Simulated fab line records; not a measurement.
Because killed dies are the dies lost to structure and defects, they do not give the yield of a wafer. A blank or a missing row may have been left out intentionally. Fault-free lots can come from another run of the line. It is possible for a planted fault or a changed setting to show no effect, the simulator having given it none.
Comparing a struck lot with a sound one	flow nand harc	15 out of 1302 route steps
Sound: wafers L436.2, L436.4, L436.6. Struck: wafer L443.2. (L443.4, L443.5 of the same lot were not struck and are left out.) The cause comes at the end.
Order at every step that has rows: each side's tool, ch and its chambers, its first start. Under that, the readings that differ: sound wafers	struck wafers	difference of the means	sigmas: that difference in standard deviations of wafers without a fault.
alike: same words and numbers on both sides, and readings whose means sit less than 2 such deviations apart. not compared: any withheld reading, any reading some wafer has no value for, any bound like >300 that may hide the same value, and any number with overlapping values for which the record gives no deviation.
The two part at a step that has a row with sigmas, a row that says differs or no value, or rows on one side only. When numbers do not overlap yet have no deviation, they are printed without sigmas and do not part them. A reading that every wafer of one side lacks parts them only if that side has two wafers or more.

first, 6 steps without rows for these wafers: NHARC_P_CONTACT_COAT_06 (resist thk 90 nm); NHARC_P_CONTACT_SOFTBAKE_07 (time 55 s); NHARC_P_CONTACT_EBR_08; NHARC_P_CONTACT_EXPOSE_09 (exposes mask P CA, target cd 90 nm); NHARC_P_CONTACT_PEB_10 (peb time 65 s); NHARC_P_CONTACT_DEVELOP_11 (develop time 35 s).
NHARC_P_CONTACT_CD_MEAS_12: the cd target is 90 nm.
  sound on cd sem-03 ch 0, day 7 06:46; struck on cd sem-03 ch 0, day 9 21:39
  alike: cd nm
NHARC_P_CONTACT_OVL_MEAS_13:
  struck on overlay-02, day 9 21:44; sound on overlay-01, day 7 06:51
reading	sound	struck	difference	sigmas
overlay y nm (nm)	0.9 2.0 1.0	-1.3	-2.6	-3
  alike: overlay x nm
NHARC_P_CONTACT_INSPECT_14:
  struck on defect inspect-02, day 9 21:46; sound on defect inspect-01, day 7 06:53
  alike: raw defect count
NHARC_P_CONTACT_DESCUM_17: chemistry O2, time 3 s.
  sound on rie diel-06 ch 0,2, day 7 06:57; struck on rie diel-10 ch 0, day 9 21:50
  alike: drypump motor current A, oes product au, rf vpp V, showerhead plenum p Torr, throttle valve pct
  not compared: rf hours counter h
NHARC_P_CONTACT_ETCH_35: etches the open film in CF4, target depth 39 nm, time 65 s.
  sound on rie diel-06 ch 0,1,2, day 7 07:02; struck on rie diel-10 ch 1, day 9 21:55
reading	sound	struck	difference	sigmas
drypump motor current A (A)	6.5 6.6 5.4	5.0	-1.2	-2
  alike: oes product au, rf fwd power W, rf vpp V, showerhead plenum p Torr, throttle valve pct
  not compared: rf hours counter h
NHARC_P_CONTACT_ETCH_36: etches the open film in N2/H2, target depth 260 nm, time 406.25 s.
  sound on rie diel-06 ch 2,3; struck on rie diel-10 ch 3
reading	sound	struck	difference	sigmas
drypump motor current A (A)	6.6 6.5 6.6	5.1	-1.5	-3
  alike: oes product au, rf fwd power W, rf vpp V, showerhead plenum p Torr, throttle valve pct
  not compared: rf hours counter h
NHARC_P_CONTACT_ETCH_18: etches the open film in C4F8/O2/Ar, target depth 481 nm, time 240.5 s.
  sound on rie diel-06 ch 0,3, day 7 07:26; struck on rie diel-10 ch 0, day 9 22:19
reading	sound	struck	difference	sigmas
oes product au (a.u.)	0.961 0.976 0.962	0.868	-0.098	-6
  alike: rf fwd power W, rf vpp V
  not compared: rf hours counter h
then, 1 step without rows for these wafers: NHARC_P_CONTACT_STRIP_37 (strips in C4F8/O2/Ar).
-- jump in the record: it breaks off in module P_CONTACT and resumes in module END (first step shown: number 1302 of the route), and 19 days separate the struck wafers' starts before and after --
NHARC_END_SORT_01:
  the record has rows for the struck wafers here (prober-02 ch 0, day 29 05:50) and none for the sound ones

## WHERE THEY PART
Earliest at NHARC_P_CONTACT_OVL_MEAS_13; latest, in this record, at NHARC_END_SORT_01.

WHY: what had been put in by the simulator
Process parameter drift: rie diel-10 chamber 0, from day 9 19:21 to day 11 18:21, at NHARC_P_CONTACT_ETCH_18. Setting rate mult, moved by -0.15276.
